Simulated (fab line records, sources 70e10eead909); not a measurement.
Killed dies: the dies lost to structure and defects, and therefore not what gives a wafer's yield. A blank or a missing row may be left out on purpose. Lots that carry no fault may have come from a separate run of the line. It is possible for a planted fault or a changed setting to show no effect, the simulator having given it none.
Comparing a struck lot with a sound one / flow nand-harc / 14 out of 1302 route steps
Sound: the wafers L199.2, L199.3, L199.4. Struck: wafer L195.3 (left out: L195.2, a lot-mate that was not struck); the cause follows at the end.
Each step with rows lists, per side, the tool, then ch with its chambers, then its first start. Under that, the readings that differ: sound wafers / struck wafers / difference of the means / sigmas: that difference in standard deviations of wafers without a fault.
alike: same words and numbers on both sides, and readings whose means sit less than 2 such deviations apart. not compared: any withheld reading, any reading some wafer has no value for, any bound like >300 that may hide the same value, and any number with overlapping values for which the record gives no deviation.
A row with sigmas, a row that says differs or no value, or rows on one side alone: a step with any of these is where the two part. Numbers that don't overlap but have no deviation are shown without sigmas and don't part them. A reading that every wafer of one side lacks parts them only if that side has two wafers or more.

NHARC_A_SLIT_ETCH_26: etches the open film in C4F8/O2/Ar, time 90 s, target depth 400 nm.
  sound on har-etch-02 ch 0,1, day 26 00:33; struck on har-etch-01 ch 1, day 24 03:37
  alike: drypump-motor-current-A, he-backside-leak-sccm, showerhead-plenum-p-Torr, throttle-valve-pct
  not compared: rf-hours-counter-h
then, 1 step without rows for these wafers: NHARC_A_SLIT_STRIP_28 (strips in O2/COS).
NHARC_A_SLIT_ETCH_29: etches the open film in CF4/O2, target depth 100 nm, overetch 10 nm, time 55 s.
  sound on rie-diel-01 ch 0,1,3, day 26 01:26; struck on rie-diel-01 ch 3, day 24 04:30
reading=drypump-motor-current-A (A); sound=5.0 6.6 6.1; struck=5.0; difference=-0.9; sigmas=-2
reading=rf-hours-counter-h (h); sound=2.3 3.2 2.6; struck=7.9; difference=+5.2; sigmas=
  alike: oes-product-au, rf-vpp-V, showerhead-plenum-p-Torr, throttle-valve-pct
NHARC_A_SLIT_STRIP_18: strips in O2.
  sound on rie-diel-01 ch 1,2,3; struck on rie-diel-01 ch 1
reading=drypump-motor-current-A (A); sound=5.6 5.0 6.6; struck=6.6; difference=+0.9; sigmas=+2
reading=rf-hours-counter-h (h); sound=3.6 2.3 3.3; struck=8.9; difference=+5.8; sigmas=
  alike: oes-product-au, rf-vpp-V, showerhead-plenum-p-Torr, throttle-valve-pct
then, 2 steps without rows for these wafers: NHARC_A_SLIT_PRECLEAN_19 (cleans in SC1); NHARC_A_SLIT_SRD_20.
NHARC_A_SLIT_CD_MEAS_21:
  sound on cd-sem-01, day 26 01:58; struck on cd-sem-03, day 24 05:02
reading=cd-nm (nm); sound=290.1 291.0 290.5; struck=288.0; difference=-2.5; sigmas=-4
then, 3 steps without rows for these wafers: NHARC_A_SIN_REMOVE_WET_00 (chemistry H3PO4, time 15300 s); NHARC_A_SIN_REMOVE_PRECLEAN_01 (cleans in SC1); NHARC_A_SIN_REMOVE_SRD_02.
NHARC_A_SIN_REMOVE_INSPECT_04:
  sound on defect-inspect-01, day 26 08:32; struck on defect-inspect-02, day 24 11:42
  alike: raw-defect-count
NHARC_A_WL_FILL_ALD_00: deposits Al2O3, target thk 3 nm, pulse time 3 s, ald cycles 30.
  sound on ald-hk-04 ch 0,1,3, day 26 08:36; struck on ald-hk-02 ch 2, day 24 11:49
reading=ald-cycles; sound=30 30 30; struck=41; difference=+11; sigmas=
reading=heater-power-w (W); sound=573 483 531; struck=401; difference=-128; sigmas=-2
  alike: precursor-pulse-height-rel
NHARC_A_WL_FILL_RTA_01: time 5 s.
  sound on rtp-anneal-01 ch 0, day 26 08:54; struck on rtp-anneal-01 ch 0, day 24 12:05
  alike: lamp-power-pct, lamp_zone_2_pct, wafer_temp_C_max
-- jump in the record: it breaks off in module A_WL_FILL and resumes in module END (first step shown: number 1302 of the route), and 4 days separate the struck wafers' starts before and after --
NHARC_END_SORT_01:
  only the struck wafers appear in the record here, on prober-02 ch 0 at day 28 12:41; the sound ones have no rows

WHERE THEY PART
At NHARC_A_SLIT_ETCH_29 first; at NHARC_END_SORT_01 last (within this record only).

WHY: the cause the simulator had injected
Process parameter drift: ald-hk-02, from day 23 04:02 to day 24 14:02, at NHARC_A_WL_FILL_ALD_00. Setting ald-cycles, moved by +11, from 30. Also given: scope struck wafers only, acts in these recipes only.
